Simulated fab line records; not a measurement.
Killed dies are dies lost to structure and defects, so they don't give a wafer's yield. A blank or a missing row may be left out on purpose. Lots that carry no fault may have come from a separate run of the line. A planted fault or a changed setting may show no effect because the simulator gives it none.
The tool behind it: which one?    flow n5-finfet    Sampling: 6 lots, 17 wafers, 3 of 1938 route steps

== WHAT THE GAUGES READ, wafer by wafer ==
N5_BEOL_M9_CD_MEAS_28: the cd target is 70 nm.
lot   measured      on         cd-nm (nm)
L313  day 9 22:52   cd-sem-02  69.78 70.20
L316  day 10 13:52  cd-sem-03  70.70 70.35 70.14
L317  day 11 10:56  cd-sem-02  70.09 70.11 69.83
L322  day 12 20:44  cd-sem-01  66.76 67.27 66.87
L327  day 14 00:40  cd-sem-02  69.85 69.79 70.09
L332  day 15 07:10  cd-sem-03  70.02 70.07 69.96

== TOOL THAT RAN EACH LOT (tool first, then ch and the chambers of the sampled wafers, then the start) ==
lot   N5_BEOL_M8_PRE_CLEAN_45       N5_BEOL_M9_EXPOSE_25
L313  pvd-sputter-02, day 9 15:33   euv-scanner-02 ch 0, day 9 22:45
L316  pvd-sputter-01, day 10 08:44  euv-scanner-02 ch 0, day 10 13:45
L317  pvd-sputter-02, day 10 22:25  euv-scanner-02 ch 0, day 11 10:48
L322  pvd-sputter-01, day 12 12:34  euv-scanner-02 ch 0, day 12 20:38
L327  pvd-sputter-02, day 13 15:16  euv-scanner-01 ch 0, day 14 00:32
L332  pvd-sputter-03, day 15 00:14  euv-scanner-01 ch 0, day 15 07:02
- N5_BEOL_M8_PRE_CLEAN_45: time 30 s.
- N5_BEOL_M9_EXPOSE_25: exposes mask V8.

== THE ANSWER, worked out from the rows above alone ==
Rule: the usual values come from the lots themselves. The widest of any qualifying gaps counts: lots, ordered by their means at a reading, are off when they make up no more than a third of the lots, leave a main group of 4 or more, and stand apart from it by 3 or more times the standard deviation of that group's means. A main group whose means are all the same, to the digits that the tables above print for the reading, isn't used. A lot without any number at a reading at which 4 lots or more have one is off too. Where the step has rows for the other lots, those lots are counted as sound.
Off, at N5_BEOL_M9_CD_MEAS_28 on cd-nm: L322. Main group: mean 70.06 nm, sd 0.17.
A tool fits if, at a process step before that reading, it ran every lot that is off, and no sound lot after the first of them. Gauges at N5_BEOL_M9_CD_MEAS_28: tried the same way as those tools. Can't be told from this: 3 tools fit, pvd-sputter-01 at N5_BEOL_M8_PRE_CLEAN_45, euv-scanner-02 at N5_BEOL_M9_EXPOSE_25, cd-sem-01 at N5_BEOL_M9_CD_MEAS_28.

== WHAT THE SIMULATOR HAD PUT IN ==
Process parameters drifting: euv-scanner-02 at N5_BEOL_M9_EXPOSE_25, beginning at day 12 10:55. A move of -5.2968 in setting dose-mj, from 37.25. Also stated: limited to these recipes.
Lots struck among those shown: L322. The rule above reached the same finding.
